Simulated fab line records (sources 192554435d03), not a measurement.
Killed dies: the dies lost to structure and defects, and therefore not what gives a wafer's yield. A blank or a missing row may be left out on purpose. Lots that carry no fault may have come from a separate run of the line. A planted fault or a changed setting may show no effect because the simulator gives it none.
Lot-split experiment || flow n5_finfet || 39 wafers read across 7 lots, on a route 1938 steps long

== ON THE SPLIT ==
At N5_BEOL_M11_DEP_56 (deposits SiCN from 3MS/NH3, target thk 30 nm, time 10.5 s), the setting time_s was moved away from the recipe's 10.5 s on 15 of the 39 wafers read, by -49.6% to +38.4%. For the rest of the wafers, this setting stayed at what the recipe calls for.

Reading taken at the split's own step.

== THE READING ==
SiCN_of_BEOL_M11_DEP_56.thk_nm (the simulator's own value, which no gauge read), in nm, at N5_BEOL_M11_DEP_56 (deposits SiCN from 3MS/NH3, target thk 30 nm, time 10.5 s). There is no usual value for it anywhere in the file. The 24 wafers here that ran the recipe average 30.2 nm, standard deviation 0.38 nm.

{"wafer": "L082.1", "tool, chamber at the split": "pecvd-04, 1", "time_s as run, s": 10.5, "against the recipe": "recipe", "SiCN_of_BEOL_M11_DEP_56.thk_nm, nm": 30, "against lot-mates on the recipe": "-"}
{"wafer": "L082.2", "tool, chamber at the split": "pecvd-04, 2", "time_s as run, s": 14.53, "against the recipe": "+38.4%", "SiCN_of_BEOL_M11_DEP_56.thk_nm, nm": 40.6, "against lot-mates on the recipe": "+10.3"}
{"wafer": "L082.3", "tool, chamber at the split": "pecvd-04, 0", "time_s as run, s": 14.53, "against the recipe": "+38.4%", "SiCN_of_BEOL_M11_DEP_56.thk_nm, nm": 41, "against lot-mates on the recipe": "+10.7"}
{"wafer": "L082.4", "tool, chamber at the split": "pecvd-04, 1", "time_s as run, s": 10.5, "against the recipe": "recipe", "SiCN_of_BEOL_M11_DEP_56.thk_nm, nm": 30.6, "against lot-mates on the recipe": "-"}
{"wafer": "L082.5", "tool, chamber at the split": "pecvd-04, 0", "time_s as run, s": 10.5, "against the recipe": "recipe", "SiCN_of_BEOL_M11_DEP_56.thk_nm, nm": 30.4, "against lot-mates on the recipe": "-"}
{"wafer": "L082.6", "tool, chamber at the split": "pecvd-04, 2", "time_s as run, s": 14.53, "against the recipe": "+38.4%", "SiCN_of_BEOL_M11_DEP_56.thk_nm, nm": 41.4, "against lot-mates on the recipe": "+11.1"}
{"wafer": "L085.1", "tool, chamber at the split": "pecvd-04, 0", "time_s as run, s": 10.5, "against the recipe": "recipe", "SiCN_of_BEOL_M11_DEP_56.thk_nm, nm": 29.4, "against lot-mates on the recipe": "-"}
{"wafer": "L085.2", "tool, chamber at the split": "pecvd-04, 1", "time_s as run, s": 8.242, "against the recipe": "-21.5%", "SiCN_of_BEOL_M11_DEP_56.thk_nm, nm": 23.6, "against lot-mates on the recipe": -6.4}
{"wafer": "L085.3", "tool, chamber at the split": "pecvd-04, 2", "time_s as run, s": 8.242, "against the recipe": "-21.5%", "SiCN_of_BEOL_M11_DEP_56.thk_nm, nm": 23.2, "against lot-mates on the recipe": -6.8}
{"wafer": "L085.4", "tool, chamber at the split": "pecvd-04, 2", "time_s as run, s": 10.5, "against the recipe": "recipe", "SiCN_of_BEOL_M11_DEP_56.thk_nm, nm": 30.4, "against lot-mates on the recipe": "-"}
{"wafer": "L085.5", "tool, chamber at the split": "pecvd-04, 0", "time_s as run, s": 10.5, "against the recipe": "recipe", "SiCN_of_BEOL_M11_DEP_56.thk_nm, nm": 30.2, "against lot-mates on the recipe": "-"}
{"wafer": "L085.6", "tool, chamber at the split": "pecvd-04, 1", "time_s as run, s": 8.242, "against the recipe": "-21.5%", "SiCN_of_BEOL_M11_DEP_56.thk_nm, nm": 24.2, "against lot-mates on the recipe": -5.8}
{"wafer": "L090.1", "tool, chamber at the split": "pecvd-02, 2", "time_s as run, s": 10.5, "against the recipe": "recipe", "SiCN_of_BEOL_M11_DEP_56.thk_nm, nm": 30, "against lot-mates on the recipe": "-"}
{"wafer": "L090.2", "tool, chamber at the split": "pecvd-02, 0", "time_s as run, s": 10.5, "against the recipe": "recipe", "SiCN_of_BEOL_M11_DEP_56.thk_nm, nm": 29.8, "against lot-mates on the recipe": "-"}
{"wafer": "L090.3", "tool, chamber at the split": "pecvd-02, 1", "time_s as run, s": 10.5, "against the recipe": "recipe", "SiCN_of_BEOL_M11_DEP_56.thk_nm, nm": 29.6, "against lot-mates on the recipe": "-"}
{"wafer": "L090.4", "tool, chamber at the split": "pecvd-02, 1", "time_s as run, s": 5.288, "against the recipe": "-49.6%", "SiCN_of_BEOL_M11_DEP_56.thk_nm, nm": 15.8, "against lot-mates on the recipe": -14.0}
{"wafer": "L090.5", "tool, chamber at the split": "pecvd-02, 0", "time_s as run, s": 5.288, "against the recipe": "-49.6%", "SiCN_of_BEOL_M11_DEP_56.thk_nm, nm": 15.2, "against lot-mates on the recipe": -14.6}
{"wafer": "L090.6", "tool, chamber at the split": "pecvd-02, 2", "time_s as run, s": 5.288, "against the recipe": "-49.6%", "SiCN_of_BEOL_M11_DEP_56.thk_nm, nm": 15.4, "against lot-mates on the recipe": -14.4}
{"wafer": "L089.1", "tool, chamber at the split": "pecvd-01, 0,1", "time_s as run, s": 10.5, "against the recipe": "recipe", "SiCN_of_BEOL_M11_DEP_56.thk_nm, nm": 30.4, "against lot-mates on the recipe": "-"}
{"wafer": "L089.2", "tool, chamber at the split": "pecvd-01, 0,1", "time_s as run, s": 10.5, "against the recipe": "recipe", "SiCN_of_BEOL_M11_DEP_56.thk_nm, nm": 30.4, "against lot-mates on the recipe": "-"}
{"wafer": "L089.3", "tool, chamber at the split": "pecvd-01, 2", "time_s as run, s": 10.5, "against the recipe": "recipe", "SiCN_of_BEOL_M11_DEP_56.thk_nm, nm": 29.8, "against lot-mates on the recipe": "-"}
{"wafer": "L089.4", "tool, chamber at the split": "pecvd-01, 2", "time_s as run, s": 10.5, "against the recipe": "recipe", "SiCN_of_BEOL_M11_DEP_56.thk_nm, nm": 30.2, "against lot-mates on the recipe": "-"}
{"wafer": "L089.5", "tool, chamber at the split": "pecvd-01, 0,1", "time_s as run, s": 10.5, "against the recipe": "recipe", "SiCN_of_BEOL_M11_DEP_56.thk_nm, nm": 30.8, "against lot-mates on the recipe": "-"}
{"wafer": "L089.6", "tool, chamber at the split": "pecvd-01, 0,1", "time_s as run, s": 10.5, "against the recipe": "recipe", "SiCN_of_BEOL_M11_DEP_56.thk_nm, nm": 30.8, "against lot-mates on the recipe": "-"}
{"wafer": "L091.1", "tool, chamber at the split": "pecvd-04, 0", "time_s as run, s": 13.09, "against the recipe": "+24.7%", "SiCN_of_BEOL_M11_DEP_56.thk_nm, nm": 37, "against lot-mates on the recipe": "+6.8"}
{"wafer": "L091.2", "tool, chamber at the split": "pecvd-04, 1", "time_s as run, s": 10.5, "against the recipe": "recipe", "SiCN_of_BEOL_M11_DEP_56.thk_nm, nm": 30.4, "against lot-mates on the recipe": "-"}
{"wafer": "L091.3", "tool, chamber at the split": "pecvd-04, 2", "time_s as run, s": 10.5, "against the recipe": "recipe", "SiCN_of_BEOL_M11_DEP_56.thk_nm, nm": 30, "against lot-mates on the recipe": "-"}
{"wafer": "L091.4", "tool, chamber at the split": "pecvd-04, 0", "time_s as run, s": 10.5, "against the recipe": "recipe", "SiCN_of_BEOL_M11_DEP_56.thk_nm, nm": 30.2, "against lot-mates on the recipe": "-"}
{"wafer": "L091.5", "tool, chamber at the split": "pecvd-04, 1,2", "time_s as run, s": 13.09, "against the recipe": "+24.7%", "SiCN_of_BEOL_M11_DEP_56.thk_nm, nm": 37.8, "against lot-mates on the recipe": "+7.6"}
{"wafer": "L091.6", "tool, chamber at the split": "pecvd-04, 1,2", "time_s as run, s": 13.09, "against the recipe": "+24.7%", "SiCN_of_BEOL_M11_DEP_56.thk_nm, nm": 37.8, "against lot-mates on the recipe": "+7.6"}
{"wafer": "L093.2", "tool, chamber at the split": "pecvd-04, 0", "time_s as run, s": 10.5, "against the recipe": "recipe", "SiCN_of_BEOL_M11_DEP_56.thk_nm, nm": 30, "against lot-mates on the recipe": "-"}
{"wafer": "L093.3", "tool, chamber at the split": "pecvd-04, 2", "time_s as run, s": 10.5, "against the recipe": "recipe", "SiCN_of_BEOL_M11_DEP_56.thk_nm, nm": 30.2, "against lot-mates on the recipe": "-"}
{"wafer": "L093.6", "tool, chamber at the split": "pecvd-04, 0", "time_s as run, s": 10.5, "against the recipe": "recipe", "SiCN_of_BEOL_M11_DEP_56.thk_nm, nm": 30.8, "against lot-mates on the recipe": "-"}
{"wafer": "L094.1", "tool, chamber at the split": "pecvd-04, 0", "time_s as run, s": 12.36, "against the recipe": "+17.7%", "SiCN_of_BEOL_M11_DEP_56.thk_nm, nm": 35.4, "against lot-mates on the recipe": "+4.9"}
{"wafer": "L094.2", "tool, chamber at the split": "pecvd-04, 2", "time_s as run, s": 10.5, "against the recipe": "recipe", "SiCN_of_BEOL_M11_DEP_56.thk_nm, nm": 30, "against lot-mates on the recipe": "-"}
{"wafer": "L094.3", "tool, chamber at the split": "pecvd-04, 1", "time_s as run, s": 12.36, "against the recipe": "+17.7%", "SiCN_of_BEOL_M11_DEP_56.thk_nm, nm": 35.8, "against lot-mates on the recipe": "+5.3"}
{"wafer": "L094.4", "tool, chamber at the split": "pecvd-04, 2", "time_s as run, s": 10.5, "against the recipe": "recipe", "SiCN_of_BEOL_M11_DEP_56.thk_nm, nm": 30.6, "against lot-mates on the recipe": "-"}
{"wafer": "L094.5", "tool, chamber at the split": "pecvd-04, 0", "time_s as run, s": 10.5, "against the recipe": "recipe", "SiCN_of_BEOL_M11_DEP_56.thk_nm, nm": 30.8, "against lot-mates on the recipe": "-"}
{"wafer": "L094.6", "tool, chamber at the split": "pecvd-04, 1", "time_s as run, s": 12.36, "against the recipe": "+17.7%", "SiCN_of_BEOL_M11_DEP_56.thk_nm, nm": 36.2, "against lot-mates on the recipe": "+5.7"}
When a row names more than one chamber, that row covers several wafers, and the file does not tell which wafer ran in which chamber.

THE FIT
A straight line over all 39 wafers: SiCN_of_BEOL_M11_DEP_56.thk_nm changes by +0.294 nm for each +1% of time_s; r = +1.00; the points scatter about the line by 0.42 nm.
The same after taking each lot's own level away (the mean of its wafers on the recipe; 39 wafers): +0.288 nm for each +1%; r = +1.00; scatter 0.36 nm.
According to that fit, moving time_s by its largest amount changes the reading by 14 nm.
Measured against the standard deviation above, the lots' own levels, which go from 29.80 to 30.47 nm, span 1.8 times it.
The two slopes agree, so the slope changes little with the lot-to-lot level.
Check: -14.4 nm against its lot-mates is what the line predicts for one of the wafers moved furthest among these (-49.6%) when that wafer is left out of the fit. It came out at -14 nm against them.

== THE FILE'S OWN FIT ==
SiCN_of_BEOL_M11_DEP_56.thk_nm changes by +0.288 nm for each +1% of time_s, r = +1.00.
